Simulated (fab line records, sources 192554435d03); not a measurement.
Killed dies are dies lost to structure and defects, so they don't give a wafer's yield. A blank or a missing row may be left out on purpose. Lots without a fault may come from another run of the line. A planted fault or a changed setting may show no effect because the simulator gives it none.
Chamber matching | flow n5_finfet | N5_FIN_CUT_CUT_ETCH_26 on rie_diel-05: 4 sister chambers
The step etches SiNx in CH3F/O2, target depth 39 nm, time 55.7 s. 4 wafers are shown with their chamber, then 9 later ones without.

WAFERS WITH THEIR CHAMBER
wafer  | chamber | showerhead_plenum_p_Torr (Torr)
L084.5 | 1       | 1.99
L088.1 | 0       | 1.91
L088.2 | 3       | 2.08
L088.6 | 2       | 2.01

WAFERS WITHOUT THEIR CHAMBER
wafer  | showerhead_plenum_p_Torr (Torr)
L089.1 | 1.91
L089.3 | 2.01
L089.5 | 1.99
L090.2 | 2.08
L090.3 | 1.91
L090.4 | 1.99
L096.1 | 1.90
L096.3 | 2.07
L096.5 | 2.00

WHICH CHAMBER EACH WENT THROUGH
wafer  | from the rows above     | in truth
L089.1 | 0                       | 0
L089.3 | 2                       | 2
L089.5 | 1                       | 1
L090.2 | 3                       | 3
L090.3 | 0                       | 0
L090.4 | 1                       | 1
L096.1 | 0                       | 0
L096.3 | 3                       | 3
L096.5 | can't be placed: 2 or 1 | 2
Placed correctly: 8 of 9. Can't be placed from these rows: 1 (the true chamber is among the candidates in 1). Placed wrongly: 0.
How it was worked out, from the rows above alone: a wafer's distance from a chamber is the root of the sum, over the readings, of the square of ((its reading less the chamber's mean) divided by the reading's scatter). The wafer belongs to the nearest chamber; if the next one is less than 2 further off, it can't be placed. A chamber's mean is the mean of its shown wafers. The scatter: with one shown wafer a chamber, the root of the mean of the squares of how far each hidden wafer lies from its nearest shown one.
